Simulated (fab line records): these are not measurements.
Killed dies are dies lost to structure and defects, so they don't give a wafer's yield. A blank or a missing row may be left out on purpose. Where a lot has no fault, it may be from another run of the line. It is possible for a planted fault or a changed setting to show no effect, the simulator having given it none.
Matching of chambers    flow n5-finfet    N5_FIN_SAQP_HM_DEP_72 on pecvd-02: 3 sister chambers
The step deposits SiO2 from SiH4/N2O, target thk 12 nm, time 7.2 s. 6 wafers are shown with their chamber, then 12 later ones without.

== EACH WAFER AND ITS CHAMBER ==
wafer   chamber  showerhead-plenum-p-Torr (Torr)  heater-power-w (W)
L090.3  2        7.99                             733
L091.4  2        7.98                             704
L091.6  1        8.34                             747
L093.1  0        7.93                             824
L093.4  0        7.95                             831
L093.6  1        8.32                             625

== WAFERS WITHOUT THEIR CHAMBER ==
wafer   showerhead-plenum-p-Torr (Torr)  heater-power-w (W)
L095.1  8.31                             731
L095.2  7.99                             704
L095.3  7.92                             862
L095.4  7.98                             723
L095.5  7.93                             840
L095.6  8.34                             751
L096.1  8.33                             746
L096.2  7.98                             663
L096.3  7.94                             822
L096.4  7.96                             825
L096.5  8.33                             727
L096.6  7.99                             651

== EACH ONE'S CHAMBER ==
wafer   from the rows above      in truth
L095.1  1                        1
L095.2  2                        2
L095.3  0                        0
L095.4  2                        2
L095.5  0                        0
L095.6  1                        1
L096.1  1                        1
L096.2  2                        2
L096.3  0                        0
L096.4  can't be placed: 0 or 2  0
L096.5  1                        1
L096.6  2                        2
Correctly placed: 11 of 12. From these rows, 1 cannot be placed; in 1 the true chamber is one of the candidates. Wrongly placed: 0.
How it was worked out, from the rows above alone: a wafer's distance from a chamber is the root of the sum, over the readings, of the square of ((its reading less the chamber's mean) divided by the reading's scatter). The wafer belongs to the nearest chamber; if the next one is less than 2 further off, it can't be placed. Each chamber's mean is taken over the wafers shown for it. The scatter: the root of (the sum of the squares of (reading less its chamber's mean) over the shown wafers, divided by (wafers less chambers)).
